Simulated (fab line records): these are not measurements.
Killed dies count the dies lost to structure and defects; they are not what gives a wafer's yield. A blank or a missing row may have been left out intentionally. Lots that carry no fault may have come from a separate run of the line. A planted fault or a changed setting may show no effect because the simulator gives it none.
Code-filled problem report in 8D (eight disciplines) form -- flow n5Finfet -- the parts of the form that need people (team, actions taken, sign-off) are left out
Where a reading is given only as a bound, like >300, the bound stands for it, and a mean or a difference that rests on one is marked > or <: the true number lies beyond.

## 1. WHAT IS WRONG
rawDefectCount at N5_HKMG_FIN_INSPECT_14 reads a mean of >300 on 6 wafers of 2 lots; wafers without a fault read 2.0 with a standard deviation of 1.4. So: +99 or more standard deviations from the usual mean.
The step: inspects for defects (macro).
Earliest sighting: wafer L551.2 on defectInspect-02 at day 6 23:29. Wafers with a number at this step in the record: 29, from 10 lots. By rule, "out" or "out of limits" means more than 4 standard deviations away from the usual mean. The rest of the wafers with a number are treated as sound.

## 2. WHAT IT IS, AND WHAT IT ISN'T
question,is,is not
which readings at this step,rawDefectCount,-
which lots,"L551, L555","L540, L541, L543, L545, L548, L560, L562, L563"
which wafers of those lots,all that have a number,-
read on which gauges,defectInspect-02,defectInspect-01
when,from day 6 23:29,"up to then (14 sound wafers); but 9 sound wafers of L560, L562, L563 came after"

## 3. SUSPECTS, AND WHAT RULES EACH OUT
Counting: a tool at any process step up to the reading remains a suspect when it ran all the lots that are out and ran no sound lot after the first of those.
- the gauge at N5_HKMG_FIN_INSPECT_14: ruled out. All the wafers that are out were read on defectInspect-02, but those of them that N5_PASSIVATION_PROBE_49 has rows for are out there too, on other tools.
- rieDiel-05 at N5_HKMG_FIN_ETCH_55 (etches SOC in N2/H2, target depth 240 nm, time 300 s): kept. All lots that are out passed through it, beginning with L551 at day 6 20:12, and no sound lot followed; its final sound lot before that point was L548 at day 6 00:40.
- rieDiel-05 at N5_HKMG_FIN_ETCH_58 (etches SOC in N2/H2, target depth 215.8 nm, time 741 s): kept. All lots that are out passed through it, beginning with L551 at day 6 20:25, and no sound lot followed; its final sound lot before that point was L548 at day 6 00:53.
- aldMetal-03 at N5_HKMG_FIN_PWFM_ALD_03 (deposits TiN, target thk 2 nm, pulse time 1 s, purge time 3 s): ruled out as a lasting fault. Sound lots L560, L562 ran on it after its first lot that is out, L551 (day 6 22:36).
What counting leaves: rieDiel-05 at N5_HKMG_FIN_ETCH_55 and rieDiel-05 at N5_HKMG_FIN_ETCH_58.

## 4. THE CAUSE (what the simulator had put in)
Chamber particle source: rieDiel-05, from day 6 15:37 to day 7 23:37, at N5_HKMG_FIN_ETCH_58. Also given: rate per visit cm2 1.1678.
After counting, 2 suspects remain, this tool included.

## 5. THE EFFECT CHAIN, in route order
Each row: a reading where the mean over the struck wafers with a number is more than 3 standard deviations away from the usual. Only readings whose record carries a usual standard deviation are examined. hours: median over the lots of the time between each lot's start at the first step of this table that gives one and its start at this step. sigmas: the change, counted in usual standard deviations.
hours,step,reading,usual,on struck wafers,change,sigmas
0,N5_HKMG_FIN_INSPECT_14,rawDefectCount,2.0,>300,>+298,+99 or more
211,N5_PASSIVATION_PROBE_49,killedAtFrontEnd,42,158,+116,+9.7
211,N5_PASSIVATION_PROBE_49,killedDies,108,210,+102,+5.7
Here are the process steps it includes:
- N5_PASSIVATION_PROBE_49

## 6. HOW IT WOULD HAVE BEEN CAUGHT EARLIER
In this record the first reading out of limits at a measuring or inspecting step was taken at day 6 23:29, 8 hours after the fault began at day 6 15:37.
An alarm limit of 4 standard deviations would not have fired on the tool readings at N5_HKMG_FIN_ETCH_58 for which the record gives a usual standard deviation, since none of them was out on any struck wafer.
Of the lots that are out (2), L555 began N5_HKMG_FIN_ETCH_58 on rieDiel-05 after day 6 23:29. It would have been spared by a hold on the tool at that moment.
